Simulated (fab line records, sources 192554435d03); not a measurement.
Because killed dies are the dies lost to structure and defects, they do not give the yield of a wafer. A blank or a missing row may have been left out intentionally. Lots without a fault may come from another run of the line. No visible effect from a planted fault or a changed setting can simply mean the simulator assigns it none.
One fault seen from 2 desks | flow n5Finfet | only its own numbers are on each desk; what lay behind them is given at the end

## DESK OF THE TOOL OWNER: laserAnneal-01
Per lot that ran on this tool, the mean of the sampled wafers carrying a number, from the tool's own readings at N5_SD_ACTIVATION_LSA_01 (time 0.0008 s). Marked OUT: a lot whose mean sits more than 4 standard deviations from the usual mean, which makes it out of limits; the brackets give that distance.
Columns: A = wafer_temp_C_max at N5_SD_ACTIVATION_LSA_01, usual 1085.8
lot  | first seen here | A
L873 | day 3 11:10     | 1088.4
L875 | day 3 21:57     | 1089.0
L878 | day 4 16:09     | 1088.5
L888 | day 7 04:38     | 1115.6 (+13) OUT
L890 | day 7 17:50     | 1114.7 (+13) OUT
Finding of this desk: L888, L890 out of limits; the first was L888 at day 7 04:38, on wafer_temp_C_max at N5_SD_ACTIVATION_LSA_01. In limits: L873, L875, L878.

## METROLOGY DESK
What the gauges read for every lot (on any tool): the sampled wafers with a number, averaged. Marked OUT: a lot whose mean sits more than 4 standard deviations from the usual mean, which makes it out of limits; the brackets give that distance. Of its 17 readings 7 are shown: the one that was out of limits first, and those that lie furthest out on some lot.
Columns: A = RS_SD_N at N5_SD_ACTIVATION_RS_MEAS_03, usual 21.87 ohm/sq; B = RS_SD_P at N5_SD_ACTIVATION_RS_MEAS_03, usual 56.1 ohm/sq; C = RC_DENSE_N at N5_BEOL_M4_RC_MEAS_101, usual 18.9 ohm.um; D = RC_N at N5_BEOL_M4_RC_MEAS_101, usual 15.39 ohm.um; E = REXT_N at N5_BEOL_M4_RC_MEAS_101, usual 75.3 ohm.um; F = RS_SD_N at N5_BEOL_M4_RC_MEAS_101, usual 28.3 ohm/sq; G = VT_P at N5_BEOL_M4_RC_MEAS_101, usual -250.5 mV
lot  | first seen here | A                | B    | C               | D                | E               | F               | G
L873 | day 3 11:21     | 21.97            | 57.8 | 18.5            | 15.08            | 76.3            | 28.3            | -255.8
L874 | day 3 19:42     | 21.77            | 55.6 | 19.4            | 15.74            | 77.4            | 28.4            | -251.8
L875 | day 3 22:09     | 22.07            | 56.2 | 19.3            | 15.82            | 78.4            | 28.5            | -251.1
L878 | day 4 16:20     | 21.96            | 55.1 | 19.1            | 15.46            | 74.6            | 28.2            | -251.8
L888 | day 7 04:51     | 19.35 (-9.3) OUT | 55.4 | 16.4 (-7.4) OUT | 13.46 (-7.1) OUT | 70.6            | 25.3 (-9.1) OUT | -247.8
L890 | day 7 18:01     | 18.99 (-11) OUT  | 54.9 | 16.5 (-7.2) OUT | 13.41 (-7.3) OUT | 69.5 (-4.1) OUT | 25.2 (-9.5) OUT | -255.1
L892 | day 8 10:22     | 21.74            | 56.6 | 19.0            | 15.64            | 75.8            | 28.4            | -247.3
L894 | day 8 20:20     | 22.04            | 56.6 | 19.1            | 15.47            | 76.5            | 28.6            | -249.1
L896 | day 9 06:59     | 21.88            | 55.5 | 18.9            | 15.46            | 75.8            | 28.6            | -249.6
Per this desk, out of limits: L888, L890; the first was L888, day 7 04:51 (RS_SD_N at N5_SD_ACTIVATION_RS_MEAS_03). In limits: L873, L874, L875, L878, L892, L894, L896.

## ALL TOGETHER
At day 7 04:38, on L888, L890, the tool owner's desk was in a position to raise an alarm.
Metrology desk: alarm possible at day 7 04:51 on L888, L890.
The lots listed all ran N5_SD_ACTIVATION_LSA_01 on laserAnneal-01.

## WHAT HAD BEEN PUT IN BY THE SIMULATOR
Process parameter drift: laserAnneal-01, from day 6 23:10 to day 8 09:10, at N5_SD_ACTIVATION_LSA_01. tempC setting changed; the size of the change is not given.
Lots struck among those shown: L888, L890.
Time in hours from fault onset to the first out-of-limits reading at each desk: tool owner's desk 5, metrology desk 6.
